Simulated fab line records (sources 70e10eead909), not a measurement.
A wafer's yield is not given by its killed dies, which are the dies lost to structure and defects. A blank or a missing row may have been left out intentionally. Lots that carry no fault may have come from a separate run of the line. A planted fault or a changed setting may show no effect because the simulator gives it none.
Struck lot and sound lot, side by side + flow nand_harc + 14 steps out of a route of 1302
Sound: these wafers, L327.2, L327.3, L327.6. The struck wafers were L335.1, L335.2, L335.5. Last of all comes the cause.
At each step with rows: each side's tool, then ch and its chambers, then its first start. Under that, the readings that differ: sound wafers + struck wafers + difference of the means + sigmas: that difference in standard deviations of wafers without a fault.
alike: readings whose means differ by less than 2 such deviations, and words and numbers that are the same on both sides. not compared: withheld readings, readings that some wafer has no value for, bounds like >300 that may hide the same value, and numbers for which the record gives no deviation and whose values overlap.
Wherever a step has rows on one side only, a row that says differs or no value, or a row with sigmas, the two part there. Numbers that have no deviation but don't overlap get no sigmas and don't part them. Lack of a reading on every wafer of one side parts them only where that side has two or more wafers.

NHARC_A_CONTACT_ETCH_51: etches the open film in O2/COS, target depth 7000 nm, time 1820 s.
  sound on rie_diel-10 ch 0,1,3; struck on rie_diel-10 ch 0,2
  alike: bias_w, chamber_pressure_mTorr, drypump_motor_current_A, mfc_ar_sccm, oes_product_au, rf_vpp_V, showerhead_plenum_p_Torr, throttle_valve_pct
  not compared: rf_hours_counter_h
then, 3 steps without rows for these wafers: NHARC_A_CONTACT_ETCH_111 (etches the open film in C4F8/O2/Ar, time 140 s, target depth 700 nm); NHARC_A_CONTACT_ETCH_112 (etches the open film in C4F8/O2/Ar, time 190 s, target depth 1850 nm); NHARC_A_CONTACT_ETCH_113 (etches the open film in C4F8/O2/Ar, time 190 s, target depth 1850 nm).
NHARC_A_CONTACT_ETCH_114: etches the open film in C4F8/O2/Ar, time 190 s, target depth 1850 nm.
  sound on har_cap_etch-01 ch 0,1, day 23 19:21; struck on har_cap_etch-01 ch 0,1, day 27 03:36
  alike: chamber_pressure_mTorr, oes_air_line_au
  not compared: rf_hours_counter_h
then, 4 steps without rows for these wafers: NHARC_A_CONTACT_ETCH_115 (etches the open film in C4F8/O2/Ar, time 190 s, target depth 1850 nm); NHARC_A_CONTACT_ETCH_116 (etches the open film in C4F8/O2/Ar, time 190 s, target depth 1850 nm); NHARC_A_CONTACT_ETCH_117 (etches the open film in C4F8/O2/Ar, time 190 s, target depth 1850 nm); NHARC_A_CONTACT_ETCH_118 (etches the open film in C4F8/O2/Ar, time 190 s, target depth 1850 nm).
NHARC_A_CONTACT_ETCH_119: etches the open film in C4F8/O2/Ar, time 190 s, target depth 1850 nm.
  sound on har_cap_etch-01 ch 0,1, day 23 20:12; struck on har_cap_etch-01 ch 0,1, day 27 04:28
| reading                | sound             | struck            | difference | sigmas |
|------------------------|-------------------|-------------------|------------|--------|
| oes_air_line_au (a.u.) | 0.969 0.999 0.966 | 1.045 1.023 1.017 | +0.050     | +2     |
  alike: chamber_pressure_mTorr
  not compared: rf_hours_counter_h
then, 1 step without rows for these wafers: NHARC_A_CONTACT_ETCH_120 (etches the open film in C4F8/O2/Ar, time 190 s, target depth 1850 nm).
NHARC_A_CONTACT_ETCH_121: etches the open film in C4F8/O2/Ar, time 190 s, target depth 1850 nm.
  sound on har_cap_etch-01 ch 0,1, day 23 20:32; struck on har_cap_etch-01 ch 0,1, day 27 04:48
  alike: chamber_pressure_mTorr, oes_air_line_au
  not compared: rf_hours_counter_h
NHARC_A_CONTACT_ETCH_122: etches the open film in C4F8/O2/Ar, time 190 s, target depth 1850 nm.
  sound on har_cap_etch-01 ch 0,1, day 23 20:43; struck on har_cap_etch-01 ch 0,1, day 27 04:58
  no value came back on the struck wafers for chamber_pressure_mTorr (mTorr), oes_air_line_au (a.u.), time_s (s); on the sound wafers chamber_pressure_mTorr (mTorr) reads 20.002 19.986 20.000
  not compared: rf_hours_counter_h
NHARC_A_CONTACT_ETCH_123: etches the open film in C4F8/O2/Ar, time 490 s, target depth 2110 nm.
  sound on har_cap_etch-01 ch 0,1, day 23 20:53; struck on har_cap_etch-01 ch 0,1, day 27 05:08
  alike: chamber_pressure_mTorr, oes_air_line_au
  not compared: rf_hours_counter_h

WHERE THEY PART
First at NHARC_A_CONTACT_ETCH_119; last, within this record, at NHARC_A_CONTACT_ETCH_122. Later steps at which nothing parts them and some readings are alike: NHARC_A_CONTACT_ETCH_123.

WHY: whatever the simulator had introduced
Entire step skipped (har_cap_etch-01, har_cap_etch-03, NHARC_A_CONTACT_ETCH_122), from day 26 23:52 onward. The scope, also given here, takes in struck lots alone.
